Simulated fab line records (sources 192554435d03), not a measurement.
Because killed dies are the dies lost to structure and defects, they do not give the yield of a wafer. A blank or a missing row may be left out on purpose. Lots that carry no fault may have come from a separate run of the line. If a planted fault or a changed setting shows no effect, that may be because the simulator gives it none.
Which tool is to blame? || flow n5_finfet || 11 lots with 33 wafers sampled at 6 steps, on a route of 1938 steps

WHAT THE GAUGES SHOWED, per wafer
N5_BEOL_M5_INSPECT_58: inspects for defects (darkfield). Usual: raw_defect_count reads 61 (standard deviation 18).
{"lot": "L452", "measured": "day 9 08:31", "on": "defect_inspect-01", "raw_defect_count": "63 64 50", "flag": ""}
{"lot": "L455", "measured": "day 9 21:44", "on": "defect_inspect-02", "raw_defect_count": "61 85 71", "flag": ""}
{"lot": "L459", "measured": "day 10 14:23", "on": "defect_inspect-01", "raw_defect_count": "47 40 35", "flag": ""}
{"lot": "L460", "measured": "day 11 01:18", "on": "defect_inspect-01", "raw_defect_count": "52 73 46", "flag": ""}
{"lot": "L458", "measured": "day 11 05:50", "on": "defect_inspect-01", "raw_defect_count": "49 29 49", "flag": ""}
{"lot": "L457", "measured": "day 11 06:09", "on": "defect_inspect-02", "raw_defect_count": "75 75 78", "flag": ""}
{"lot": "L466", "measured": "day 12 21:29", "on": "defect_inspect-02", "raw_defect_count": "533 560 514", "flag": "OFF"}
{"lot": "L467", "measured": "day 13 02:29", "on": "defect_inspect-02", "raw_defect_count": "487 504 494", "flag": "OFF"}
{"lot": "L470", "measured": "day 13 06:08", "on": "defect_inspect-02", "raw_defect_count": "40 42 39", "flag": ""}
{"lot": "L475", "measured": "day 14 14:55", "on": "defect_inspect-02", "raw_defect_count": "100 66 51", "flag": ""}
{"lot": "L474", "measured": "day 14 19:35", "on": "defect_inspect-02", "raw_defect_count": "55 55 45", "flag": ""}

N5_BEOL_M6_INSPECT_13: inspects for defects (brightfield). Usual: raw_defect_count reads 373 (standard deviation 93).
{"lot": "L452", "measured": "day 9 10:34", "on": "defect_inspect-01", "raw_defect_count": "411 328 353", "flag": ""}
{"lot": "L455", "measured": "day 10 00:49", "on": "defect_inspect-01", "raw_defect_count": "280 548 340", "flag": ""}
{"lot": "L459", "measured": "day 10 15:32", "on": "defect_inspect-02", "raw_defect_count": "275 272 398", "flag": ""}
{"lot": "L460", "measured": "day 11 04:10", "on": "defect_inspect-02", "raw_defect_count": "332 340 367", "flag": ""}
{"lot": "L458", "measured": "day 11 10:19", "on": "defect_inspect-02", "raw_defect_count": "325 243 246", "flag": ""}
{"lot": "L457", "measured": "day 11 10:29", "on": "defect_inspect-01", "raw_defect_count": "360 310 479", "flag": ""}
{"lot": "L466", "measured": "day 12 23:57", "on": "defect_inspect-02", "raw_defect_count": "730 706 801", "flag": "OFF"}
{"lot": "L467", "measured": "day 13 05:48", "on": "defect_inspect-01", "raw_defect_count": "855 831 860", "flag": "OFF"}
{"lot": "L470", "measured": "day 13 08:38", "on": "defect_inspect-01", "raw_defect_count": "315 264 447", "flag": ""}
{"lot": "L475", "measured": "day 14 18:58", "on": "defect_inspect-01", "raw_defect_count": "684 383 339", "flag": ""}
{"lot": "L474", "measured": "day 14 22:36", "on": "defect_inspect-02", "raw_defect_count": "395 431 317", "flag": ""}

WHICH TOOL RAN EACH LOT (tool, then ch and the chambers of the sampled wafers, then the start)
{"lot": "L452", "N5_BEOL_M5_ALD_86": "ald_metal-04 ch 2,3, day 9 02:22", "N5_BEOL_M5_SPUTTER_48": "pvd_sputter-01, day 9 03:05", "N5_BEOL_M5_SPUTTER_81": "pvd_sputter-01, day 9 04:11", "N5_BEOL_M5_PRE_CLEAN_55": "pecvd-01 ch 1,2, day 9 08:24"}
{"lot": "L455", "N5_BEOL_M5_ALD_86": "ald_metal-02 ch 0,2,3, day 9 14:26", "N5_BEOL_M5_SPUTTER_48": "pvd_sputter-01, day 9 16:18", "N5_BEOL_M5_SPUTTER_81": "pvd_sputter-01, day 9 17:23", "N5_BEOL_M5_PRE_CLEAN_55": "pecvd-02 ch 0,2, day 9 21:37"}
{"lot": "L459", "N5_BEOL_M5_ALD_86": "ald_metal-04 ch 0,1,2, day 10 08:26", "N5_BEOL_M5_SPUTTER_48": "pvd_sputter-02, day 10 08:54", "N5_BEOL_M5_SPUTTER_81": "pvd_sputter-02, day 10 09:59", "N5_BEOL_M5_PRE_CLEAN_55": "pecvd-01 ch 0,2, day 10 14:16"}
{"lot": "L460", "N5_BEOL_M5_ALD_86": "ald_metal-04 ch 0,3, day 10 18:23", "N5_BEOL_M5_SPUTTER_48": "pvd_sputter-02, day 10 18:55", "N5_BEOL_M5_SPUTTER_81": "pvd_sputter-02, day 10 20:00", "N5_BEOL_M5_PRE_CLEAN_55": "pecvd-02 ch 1,2, day 11 01:11"}
{"lot": "L458", "N5_BEOL_M5_ALD_86": "ald_metal-02 ch 1,2,3, day 10 23:57", "N5_BEOL_M5_SPUTTER_48": "pvd_sputter-01, day 11 00:25", "N5_BEOL_M5_SPUTTER_81": "pvd_sputter-01, day 11 01:30", "N5_BEOL_M5_PRE_CLEAN_55": "pecvd-02 ch 0,2, day 11 05:43"}
{"lot": "L457", "N5_BEOL_M5_ALD_86": "ald_metal-04 ch 0,2,3, day 11 00:00", "N5_BEOL_M5_SPUTTER_48": "pvd_sputter-03, day 11 00:32", "N5_BEOL_M5_SPUTTER_81": "pvd_sputter-03, day 11 01:38", "N5_BEOL_M5_PRE_CLEAN_55": "pecvd-02 ch 0,2, day 11 06:02"}
{"lot": "L466", "N5_BEOL_M5_ALD_86": "ald_metal-02 ch 0,2, day 12 13:56", "N5_BEOL_M5_SPUTTER_48": "pvd_sputter-02, day 12 16:01", "N5_BEOL_M5_SPUTTER_81": "pvd_sputter-02, day 12 17:07", "N5_BEOL_M5_PRE_CLEAN_55": "pecvd-01 ch 1, day 12 21:20"}
{"lot": "L467", "N5_BEOL_M5_ALD_86": "ald_metal-04 ch 1,3, day 12 20:22", "N5_BEOL_M5_SPUTTER_48": "pvd_sputter-02, day 12 20:56", "N5_BEOL_M5_SPUTTER_81": "pvd_sputter-02, day 12 22:01", "N5_BEOL_M5_PRE_CLEAN_55": "pecvd-01 ch 2, day 13 02:14"}
{"lot": "L470", "N5_BEOL_M5_ALD_86": "ald_metal-04 ch 2,3, day 13 00:01", "N5_BEOL_M5_SPUTTER_48": "pvd_sputter-03, day 13 00:43", "N5_BEOL_M5_SPUTTER_81": "pvd_sputter-03, day 13 01:48", "N5_BEOL_M5_PRE_CLEAN_55": "pecvd-04 ch 0,1,2, day 13 06:02"}
{"lot": "L475", "N5_BEOL_M5_ALD_86": "ald_metal-04 ch 1,2, day 14 08:40", "N5_BEOL_M5_SPUTTER_48": "pvd_sputter-01, day 14 09:25", "N5_BEOL_M5_SPUTTER_81": "pvd_sputter-01, day 14 10:30", "N5_BEOL_M5_PRE_CLEAN_55": "pecvd-02 ch 0,1,2, day 14 14:48"}
{"lot": "L474", "N5_BEOL_M5_ALD_86": "ald_metal-04 ch 1,3, day 14 10:49", "N5_BEOL_M5_SPUTTER_48": "pvd_sputter-03, day 14 13:04", "N5_BEOL_M5_SPUTTER_81": "pvd_sputter-03, day 14 14:17", "N5_BEOL_M5_PRE_CLEAN_55": "pecvd-04 ch 0, day 14 19:26"}
- N5_BEOL_M5_ALD_86: deposits TaN, pulse time 2 s, purge time 3 s, co reactant purge time 2 s.
- N5_BEOL_M5_SPUTTER_48: material Cu, target thk 15 nm, time 27.62 s.
- N5_BEOL_M5_SPUTTER_81: material Cu, target thk 15 nm, time 27.62 s.
- N5_BEOL_M5_PRE_CLEAN_55: time 15 s.

WHAT THE TOOLS THEMSELVES READ (means of the sampled wafers that have a number; where no wafer has one, the mark that the record gives instead)
N5_BEOL_M5_ALD_86. Usual: chamber_pressure_Torr 2.999 Torr, standard deviation 0.0068; heater_power_w 417 W, standard deviation 46.
{"lot": "L452", "tool": "ald_metal-04", "chamber_pressure_Torr (Torr)": 2.999, "heater_power_w (W)": 415, "flag": ""}
{"lot": "L455", "tool": "ald_metal-02", "chamber_pressure_Torr (Torr)": 2.998, "heater_power_w (W)": 431, "flag": ""}
{"lot": "L459", "tool": "ald_metal-04", "chamber_pressure_Torr (Torr)": 2.998, "heater_power_w (W)": 393, "flag": ""}
{"lot": "L460", "tool": "ald_metal-04", "chamber_pressure_Torr (Torr)": 3.006, "heater_power_w (W)": 444, "flag": ""}
{"lot": "L458", "tool": "ald_metal-02", "chamber_pressure_Torr (Torr)": 3.003, "heater_power_w (W)": 459, "flag": ""}
{"lot": "L457", "tool": "ald_metal-04", "chamber_pressure_Torr (Torr)": 2.995, "heater_power_w (W)": 419, "flag": ""}
{"lot": "L466", "tool": "ald_metal-02", "chamber_pressure_Torr (Torr)": 2.997, "heater_power_w (W)": 393, "flag": ""}
{"lot": "L467", "tool": "ald_metal-04", "chamber_pressure_Torr (Torr)": 3.005, "heater_power_w (W)": 379, "flag": ""}
{"lot": "L470", "tool": "ald_metal-04", "chamber_pressure_Torr (Torr)": 3.000, "heater_power_w (W)": 443, "flag": ""}
{"lot": "L475", "tool": "ald_metal-04", "chamber_pressure_Torr (Torr)": 3.002, "heater_power_w (W)": 360, "flag": ""}
{"lot": "L474", "tool": "ald_metal-04", "chamber_pressure_Torr (Torr)": 2.998, "heater_power_w (W)": 418, "flag": ""}

N5_BEOL_M5_SPUTTER_48. Usual: throttle_valve_pct reads 30.2 % (standard deviation 1).
{"lot": "L452", "tool": "pvd_sputter-01", "throttle_valve_pct (%)": 30.3, "flag": ""}
{"lot": "L455", "tool": "pvd_sputter-01", "throttle_valve_pct (%)": 30.2, "flag": ""}
{"lot": "L459", "tool": "pvd_sputter-02", "throttle_valve_pct (%)": 30.3, "flag": ""}
{"lot": "L460", "tool": "pvd_sputter-02", "throttle_valve_pct (%)": 30.1, "flag": ""}
{"lot": "L458", "tool": "pvd_sputter-01", "throttle_valve_pct (%)": 30.5, "flag": ""}
{"lot": "L457", "tool": "pvd_sputter-03", "throttle_valve_pct (%)": 30.0, "flag": ""}
{"lot": "L466", "tool": "pvd_sputter-02", "throttle_valve_pct (%)": 29.3, "flag": ""}
{"lot": "L467", "tool": "pvd_sputter-02", "throttle_valve_pct (%)": 29.6, "flag": ""}
{"lot": "L470", "tool": "pvd_sputter-03", "throttle_valve_pct (%)": 30.5, "flag": ""}
{"lot": "L475", "tool": "pvd_sputter-01", "throttle_valve_pct (%)": 30.0, "flag": ""}
{"lot": "L474", "tool": "pvd_sputter-03", "throttle_valve_pct (%)": 30.9, "flag": ""}

N5_BEOL_M5_SPUTTER_81. Usual: throttle_valve_pct reads 30.1 % (standard deviation 1).
{"lot": "L452", "tool": "pvd_sputter-01", "throttle_valve_pct (%)": 30.3, "flag": ""}
{"lot": "L455", "tool": "pvd_sputter-01", "throttle_valve_pct (%)": 30.3, "flag": ""}
{"lot": "L459", "tool": "pvd_sputter-02", "throttle_valve_pct (%)": 30.2, "flag": ""}
{"lot": "L460", "tool": "pvd_sputter-02", "throttle_valve_pct (%)": 30.1, "flag": ""}
{"lot": "L458", "tool": "pvd_sputter-01", "throttle_valve_pct (%)": 30.6, "flag": ""}
{"lot": "L457", "tool": "pvd_sputter-03", "throttle_valve_pct (%)": 29.8, "flag": ""}
{"lot": "L466", "tool": "pvd_sputter-02", "throttle_valve_pct (%)": 29.1, "flag": ""}
{"lot": "L467", "tool": "pvd_sputter-02", "throttle_valve_pct (%)": 29.6, "flag": ""}
{"lot": "L470", "tool": "pvd_sputter-03", "throttle_valve_pct (%)": 30.6, "flag": ""}
{"lot": "L475", "tool": "pvd_sputter-01", "throttle_valve_pct (%)": 30.0, "flag": ""}
{"lot": "L474", "tool": "pvd_sputter-03", "throttle_valve_pct (%)": 30.9, "flag": ""}

N5_BEOL_M5_PRE_CLEAN_55. Usual: rf_fwd_power_W reads 294.3 W (standard deviation 1.6).
{"lot": "L452", "tool": "pecvd-01", "rf_fwd_power_W (W)": 293.9, "flag": ""}
{"lot": "L455", "tool": "pecvd-02", "rf_fwd_power_W (W)": 293.8, "flag": ""}
{"lot": "L459", "tool": "pecvd-01", "rf_fwd_power_W (W)": 295.0, "flag": ""}
{"lot": "L460", "tool": "pecvd-02", "rf_fwd_power_W (W)": 293.6, "flag": ""}
{"lot": "L458", "tool": "pecvd-02", "rf_fwd_power_W (W)": 295.1, "flag": ""}
{"lot": "L457", "tool": "pecvd-02", "rf_fwd_power_W (W)": 295.7, "flag": ""}
{"lot": "L466", "tool": "pecvd-01", "rf_fwd_power_W (W)": 294.4, "flag": ""}
{"lot": "L467", "tool": "pecvd-01", "rf_fwd_power_W (W)": 294.0, "flag": ""}
{"lot": "L470", "tool": "pecvd-04", "rf_fwd_power_W (W)": 295.6, "flag": ""}
{"lot": "L475", "tool": "pecvd-02", "rf_fwd_power_W (W)": 294.4, "flag": ""}
{"lot": "L474", "tool": "pecvd-04", "rf_fwd_power_W (W)": 294.3, "flag": ""}

THE ANSWER, worked out from the rows above alone
Rule: take the mean of a lot's wafers that have a number; if it is more than 3 standard deviations from the usual mean, the lot is off. A lot without any number at a reading at which 4 lots or more have one is off too. Any other lot the step has rows for is counted as sound. After the gauges, taken in route order, come the tools' own readings; for these a lot's mean is taken, as printed above. At the first step where some lot is off, the reading lying furthest off is the one used; lots without a number count as furthest.
Off: L466, L467 (N5_BEOL_M5_INSPECT_58, raw_defect_count).
If a tool, at a process step before that reading, ran all the lots that are off and no sound lot after the first of them, it fits. Those tools and the gauges at N5_BEOL_M5_INSPECT_58 are tried in the same way. 2 tools fit, pvd_sputter-02 at N5_BEOL_M5_SPUTTER_48 and N5_BEOL_M5_SPUTTER_81 and pecvd-01 at N5_BEOL_M5_PRE_CLEAN_55, so this cannot tell which one it is.

WHAT THE SIMULATOR PUT IN
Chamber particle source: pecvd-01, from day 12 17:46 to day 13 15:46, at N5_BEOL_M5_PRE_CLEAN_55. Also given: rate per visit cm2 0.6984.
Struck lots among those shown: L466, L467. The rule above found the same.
